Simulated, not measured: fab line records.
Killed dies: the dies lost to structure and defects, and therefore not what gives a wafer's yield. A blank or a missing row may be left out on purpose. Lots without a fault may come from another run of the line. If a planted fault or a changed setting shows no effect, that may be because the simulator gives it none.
fab line records | flow nand_harc
record lots=5 | wafers=15 | last_day=24
route steps=1159 shown P_CONTACT@224
lots untouched by any fault: they come from a run of this same line in which no faults occurred
start_h: start of the lot's first displayed wafer, in hours after the record's first day | wait_h: time in hours since the lot's previous step | " as in the row above | L1.1+2: several wafers, shown together as one row | - no value, or no start was given | * or withheld: withheld | < > ~ a bound
route shown NAME@n: a module of which the file shows steps, and the number in the route of the first | usual: mean/standard deviation of fault-free wafers | same: alike in all rows | chamber/n: place in a boat | sites: per-site readings | _std_site: their standard deviation | _edge_site: mean of outer sites minus mean of inner sites | radius_mm: for every site, how far away it sits from the centre of the wafer | mask NAME#n: copy n | behind: tool/chamber where the wafer was last shaped | hold: why the lot was held/for how many hours/how that ended | device: which transistor (n, p or np) failed to switch | end of line: the route-end tests of the same wafers | for a step that has no rows: nothing shown but its recipe | killed: the dies lost at the first sort to structure and to defects; this is not the yield of the wafer | map: shows each die of a wafer: x if killed, . if not, _ if none is there
set.NAME: the setting that was run; set.NAME@STEP: the one run at that earlier step | model.NAME: the simulator's own value behind a step, which no gauge read
lots at some steps of the route; a table a step, a row a wafer
services: a tool's chamber out of use, with start hour (start_h, from the record's first day; less than 0 if before it), hours out, and reason
## steps
# step NHARC_P_CONTACT_COAT_33
# recipe temp_c=260 | time_s=75
# step NHARC_P_CONTACT_COAT_34
# recipe temp_c=225 | time_s=65
# step NHARC_P_CONTACT_COAT_06
# recipe spin_rpm=1500 | resist_thk_nm=90
# step NHARC_P_CONTACT_SOFTBAKE_07
# recipe temp_c=105 | time_s=55
# step NHARC_P_CONTACT_EBR_08
# step NHARC_P_CONTACT_EXPOSE_09
# recipe na=1.35 | target_cd_nm=90 | dose_mj=81.26 | mask_id=P_CA
# step NHARC_P_CONTACT_PEB_10
# recipe peb_temp_c=100 | peb_time_s=65
# step NHARC_P_CONTACT_DEVELOP_11
# recipe develop_time_s=35 | dev_temp_c=23
# step NHARC_P_CONTACT_CD_MEAS_12
# recipe target_cd_nm=90 | landing_energy_ev=500
# usual cd_nm=89.6/0.67
# same landing_energy_ev=500
lot.wafer | tool      | chamber | start_h | wait_h | cd_nm
L436.1    | cd_sem-03 | 0       | 120.70  | -      | 88.7
L436.3    | "         | 0       | "       | "      | 89.6
L436.6    | "         | 0       | "       | "      | 88.6
L438.2    | cd_sem-02 | 0       | 135.70  | -      | 89.7
L438.3    | "         | 0       | "       | "      | 89.3
L438.5    | "         | 0       | "       | "      | 89.8
L443.2    | cd_sem-02 | 0       | 162.81  | -      | 89.7
L443.3    | "         | 0       | "       | "      | 89.6
L443.4    | "         | 0       | "       | "      | 89.7
L452.2    | cd_sem-02 | 0       | 207.93  | -      | 89.5
L452.3    | "         | 0       | "       | "      | 90.6
L452.6    | "         | 0       | "       | "      | 90.2
L457.2    | cd_sem-03 | 0       | 254.62  | -      | 90.7
L457.3    | "         | 0       | "       | "      | 89.9
L457.4    | "         | 0       | "       | "      | 89.6
# step NHARC_P_CONTACT_OVL_MEAS_13
# usual overlay_x_nm=0.1/0.94 | overlay_y_nm=0.2/0.91
lot.wafer | tool       | chamber | start_h | wait_h | overlay_x_nm | overlay_y_nm
L436.1    | overlay-02 | -       | 120.79  | -      | 0.4          | -0.1
L436.3    | "          | -       | "       | "      | 0.9          | 0.0
L436.6    | "          | -       | "       | "      | 0.3          | 0.3
L438.2    | overlay-02 | -       | 135.79  | -      | -0.1         | -0.1
L438.3    | "          | -       | "       | "      | -0.4         | 0.1
L438.5    | "          | -       | "       | "      | 0.1          | -0.1
L443.2    | overlay-02 | -       | 162.91  | -      | -0.3         | 1.5
L443.3    | "          | -       | "       | "      | 0.0          | 0.9
L443.4    | "          | -       | "       | "      | -0.4         | 0.7
L452.2    | overlay-01 | -       | 208.02  | -      | 0.5          | 0.3
L452.3    | "          | -       | "       | "      | 0.5          | 0.1
L452.6    | "          | -       | "       | "      | 0.4          | -0.2
L457.2    | overlay-02 | -       | 254.71  | -      | 0.0          | 0.2
L457.3    | "          | -       | "       | "      | -0.2         | -0.2
L457.4    | "          | -       | "       | "      | -0.5         | 0.1
# step NHARC_P_CONTACT_INSPECT_14
# usual raw_defect_count=3.7/2.1
lot.wafer | tool              | chamber | start_h | wait_h | raw_defect_count
L436.1    | defect_inspect-02 | -       | 120.83  | 0.0    | 2
L436.3    | "                 | -       | "       | "      | 5
L436.6    | "                 | -       | "       | "      | 4
L438.2    | defect_inspect-02 | -       | 135.82  | 0.0    | 5
L438.3    | "                 | -       | "       | "      | 1
L438.5    | "                 | -       | "       | "      | 2
L443.2    | defect_inspect-01 | -       | 162.95  | 0.0    | 6
L443.3    | "                 | -       | "       | "      | 4
L443.4    | "                 | -       | "       | "      | 7
L452.2    | defect_inspect-02 | -       | 208.06  | 0.0    | 5
L452.3    | "                 | -       | "       | "      | 6
L452.6    | "                 | -       | "       | "      | 4
L457.2    | defect_inspect-01 | -       | 254.74  | 0.0    | 3
L457.3    | "                 | -       | "       | "      | 2
L457.4    | "                 | -       | "       | "      | 4
# step NHARC_P_CONTACT_DESCUM_17
# recipe time_s=3 | o2_flow_sccm=200 | ar_flow_sccm=0 | bias_power_w=0 | chemistry=O2
# usual drypump_motor_current_A=5.6/0.46 | oes_product_au=1.002/0.0098 | rf_vpp_V=57.8/0.86 | showerhead_plenum_p_Torr=1.90/0.098 | throttle_valve_pct=11.310/0.0082
lot.wafer | tool        | chamber | start_h | wait_h | drypump_motor_current_A | oes_product_au | rf_hours_counter_h | rf_vpp_V | showerhead_plenum_p_Torr | throttle_valve_pct
L436.1    | rie_diel-10 | 0       | 120.91  | 0.1    | 4.9                     | 1.002          | 11                 | 58.3     | 1.82                     | 11.323
L436.3    | "           | 1       | "       | "      | 4.9                     | 1.013          | 7                  | 58.5     | 1.94                     | 11.309
L436.6    | "           | 2       | "       | "      | 5.7                     | 1.003          | -                  | 59.8     | 1.89                     | 11.308
L438.2    | rie_diel-02 | 2       | 135.90  | 0.1    | 5.8                     | 1.017          | 56                 | 57.7     | 1.81                     | 11.315
L438.3    | "           | 3       | "       | "      | 5.7                     | 1.000          | 56                 | 57.2     | 1.95                     | 11.314
L438.5    | "           | 1       | "       | "      | 6.0                     | 1.002          | -                  | 56.4     | 1.91                     | 11.324
L443.4    | rie_diel-02 | 3       | 163.01  | 0.1    | 5.7                     | 1.020          | 1                  | 58.4     | 1.95                     | 11.318
L443.2    | "           | 0       | "       | "      | 5.1                     | 1.014          | 1                  | 57.0     | 1.78                     | 11.312
L443.3    | "           | 1       | "       | "      | 6.0                     | 1.013          | 0                  | 58.7     | 1.90                     | 11.301
L452.3    | rie_diel-10 | 0       | 208.12  | 0.1    | 5.0                     | 1.017          | 4                  | 57.9     | 1.82                     | 11.308
L452.2    | "           | 3       | "       | "      | 6.0                     | 1.006          | 4                  | 59.4     | 2.05                     | 11.310
L452.6    | "           | 1       | "       | "      | 4.9                     | 1.016          | -                  | 57.7     | 1.93                     | 11.314
L457.3    | rie_diel-08 | 3       | 254.80  | 0.1    | 5.6                     | 1.001          | 12                 | 57.4     | 1.80                     | 11.304
L457.2    | "           | 1       | "       | "      | 5.4                     | 0.998          | 12                 | 57.3     | 2.03                     | 11.296
L457.4    | "           | 2       | "       | "      | 5.4                     | 1.001          | 12                 | 58.2     | 1.78                     | 11.291
# step NHARC_P_CONTACT_ETCH_35
# recipe target_depth_a=390 | over_etch_frac=0.3 | time_s=65 | ion_energy_ev=80 | cf4_flow_sccm=150 | ar_flow_sccm=0 | rf_w=300 | bias_w=100 | chemistry=CF4
# usual bias_w=100.04/0.27 | drypump_motor_current_A=5.6/0.46 | oes_product_au=1.004/0.0095 | rf_vpp_V=151.1/1.4 | showerhead_plenum_p_Torr=1.76/0.084 | throttle_valve_pct=13.284/0.0094
lot.wafer | tool        | chamber | start_h | wait_h | bias_w | drypump_motor_current_A | oes_product_au | rf_hours_counter_h | rf_vpp_V | showerhead_plenum_p_Torr | throttle_valve_pct
L436.1    | rie_diel-10 | 2       | 120.98  | 0.1    | 99.97  | 5.7                     | 0.991          | 11                 | 150.2    | 1.74                     | 13.288
L436.3    | "           | 3       | "       | "      | 100.15 | 6.0                     | 0.995          | 11                 | 152.6    | 1.89                     | 13.282
L436.6    | "           | 2       | "       | "      | 100.02 | 5.8                     | 1.002          | -                  | 150.1    | 1.74                     | 13.296
L438.2    | rie_diel-02 | 3       | 135.99  | 0.1    | 99.74  | 5.6                     | 1.005          | 56                 | 152.6    | 1.80                     | 13.293
L438.3    | "           | 1       | "       | "      | 99.62  | 6.0                     | 0.996          | 57                 | 152.4    | 1.76                     | 13.262
L438.5    | "           | 1       | "       | "      | 100.35 | 6.0                     | 0.995          | -                  | 149.5    | 1.76                     | 13.288
L443.2    | rie_diel-02 | 1       | 163.09  | 0.1    | 100.15 | 6.0                     | 1.007          | 1                  | 152.6    | 1.76                     | 13.291
L443.4    | "           | 2       | "       | "      | 100.00 | 5.8                     | 1.020          | 1                  | 150.5    | 1.68                     | 13.284
L443.3    | "           | 0       | "       | "      | 99.90  | 5.1                     | 1.003          | 1                  | 149.4    | 1.66                     | 13.298
L452.3    | rie_diel-10 | 1       | 208.20  | 0.1    | 100.07 | 4.9                     | 0.858          | 4                  | 151.9    | 1.78                     | 13.287
L452.2    | "           | 2       | "       | "      | 100.42 | 5.7                     | 1.000          | 4                  | 151.2    | 1.74                     | 13.288
L452.6    | "           | 2       | "       | "      | 100.18 | 5.7                     | 0.999          | -                  | 149.8    | 1.74                     | 13.287
L457.4    | rie_diel-08 | 1       | 254.90  | 0.1    | 99.75  | 5.4                     | 1.015          | 12                 | 151.7    | 1.87                     | 13.293
L457.2    | "           | 2       | "       | "      | 99.99  | 5.4                     | 0.995          | 12                 | 148.9    | 1.65                     | 13.294
L457.3    | "           | 3       | "       | "      | 99.87  | 5.6                     | 1.001          | 12                 | 151.1    | 1.67                     | 13.280
# step NHARC_P_CONTACT_ETCH_36
# recipe target_depth_a=2600 | over_etch_frac=0.25 | time_s=406.25 | ion_energy_ev=200 | n2_flow_sccm=150 | h2_flow_sccm=150 | ar_flow_sccm=0 | rf_w=400 | bias_w=150 | chemistry=N2/H2
# usual bias_w=150.0/0.49 | drypump_motor_current_A=5.6/0.46 | oes_product_au=1.003/0.0089 | rf_vpp_V=430/3.1 | showerhead_plenum_p_Torr=2.02/0.11 | throttle_valve_pct=14.171/0.0091
lot.wafer | tool        | chamber | start_h | wait_h | bias_w | drypump_motor_current_A | oes_product_au | rf_hours_counter_h | rf_vpp_V | showerhead_plenum_p_Torr | throttle_valve_pct
L436.3    | rie_diel-10 | 0       | -       | -      | 150.1  | 4.9                     | 1.005          | 11                 | 427      | 1.94                     | 14.162
L436.1    | "           | 2       | "       | "      | 149.5  | 5.8                     | 1.010          | 11                 | 429      | 2.01                     | 14.157
L436.6    | "           | 0       | "       | "      | 151.0  | 5.0                     | 1.002          | -                  | 429      | 1.94                     | 14.161
L438.2    | rie_diel-02 | 3       | -       | -      | 150.5  | 5.7                     | 0.995          | 56                 | 431      | 2.08                     | 14.173
L438.3    | "           | 1       | "       | "      | 149.4  | 6.0                     | 0.998          | 57                 | 431      | 2.03                     | 14.159
L438.5    | "           | 3       | "       | "      | 150.6  | 5.7                     | 0.998          | -                  | 433      | 2.08                     | 14.193
L443.3    | rie_diel-02 | 3       | -       | -      | 150.0  | 5.6                     | 0.999          | 1                  | 430      | 2.08                     | 14.180
L443.2    | "           | 1       | "       | "      | 148.9  | 6.0                     | 0.994          | 1                  | 429      | 2.03                     | 14.170
L443.4    | "           | 2       | "       | "      | 150.2  | 5.9                     | 1.000          | 1                  | 429      | 1.93                     | 14.162
L452.2    | rie_diel-10 | 0       | -       | -      | 149.8  | 5.0                     | 1.005          | 4                  | 427      | 1.94                     | 14.176
L452.3    | "           | 1       | "       | "      | 149.9  | 4.9                     | 1.008          | 4                  | 431      | 2.06                     | 14.174
L452.6    | "           | 3       | "       | "      | 149.5  | 6.0                     | 1.001          | -                  | 436      | 2.19                     | 14.180
L457.4    | rie_diel-08 | 3       | -       | -      | 149.8  | 5.6                     | 0.992          | 12                 | 427      | 1.92                     | 14.171
L457.3    | "           | 0       | "       | "      | 150.4  | 6.5                     | 0.996          | 12                 | 434      | 2.13                     | 14.177
L457.2    | "           | 1       | "       | "      | 150.2  | 5.4                     | 1.002          | 12                 | 435      | 2.17                     | 14.186
## services
tool        | chamber | start_h | hours | kind
rie_diel-10 | 2       | 96.95   | 3.0   | repair
rie_diel-10 | 0       | 106.50  | -     | clean
rie_diel-10 | 1       | 106.50  | -     | clean
rie_diel-10 | 2       | 106.50  | -     | clean
rie_diel-10 | 3       | 106.50  | -     | clean
rie_diel-02 | 0       | 106.91  | -     | clean
rie_diel-02 | 1       | 106.91  | -     | clean
rie_diel-02 | 2       | 106.91  | -     | clean
rie_diel-02 | 3       | 106.91  | -     | clean
rie_diel-08 | 1       | 113.04  | 8.9   | repair
rie_diel-08 | -       | 124.80  | 9.0   | pm
rie_diel-02 | 0       | 129.22  | 26.0  | repair
rie_diel-10 | 0       | 131.00  | -     | clean
rie_diel-10 | 1       | 131.00  | -     | clean
rie_diel-10 | 2       | 131.00  | -     | clean
rie_diel-10 | 3       | 131.00  | -     | clean
rie_diel-02 | 1       | 131.42  | -     | clean
rie_diel-02 | 2       | 131.42  | -     | clean
rie_diel-02 | 3       | 131.42  | -     | clean
rie_diel-02 | -       | 150.76  | 9.0   | pm
rie_diel-10 | -       | 176.50  | 9.0   | pm
rie_diel-08 | 2       | 222.42  | 3.2   | repair
rie_diel-08 | 3       | 226.48  | 5.6   | repair
rie_diel-10 | 2       | 236.64  | 15.1  | repair
## key
first_sign step=NHARC_P_CONTACT_ETCH_35 | reading=oes_product_au | direction=down | sigmas=15 | usual=1.004 | struck=0.858
effect none on later readings
met_at NHARC_P_CONTACT_ETCH_35
struck_wafers L452.3
tester_left_out L452
fault kind=process_parameter_drift | tool=rie_diel-10 | chamber=1 | onset_h=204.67 | steps=NHARC_P_CONTACT_ETCH_35 | channel=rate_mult | offset=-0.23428 | shape=step | end_h=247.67
# tester_left_out: of these lots the tester's yield and bins aren't shown, on N5 and GAA mostly nor the transistor test; their killed dies are dies lost to structure and defects alone, not to doping, threshold or leakage, so they don't give the yield
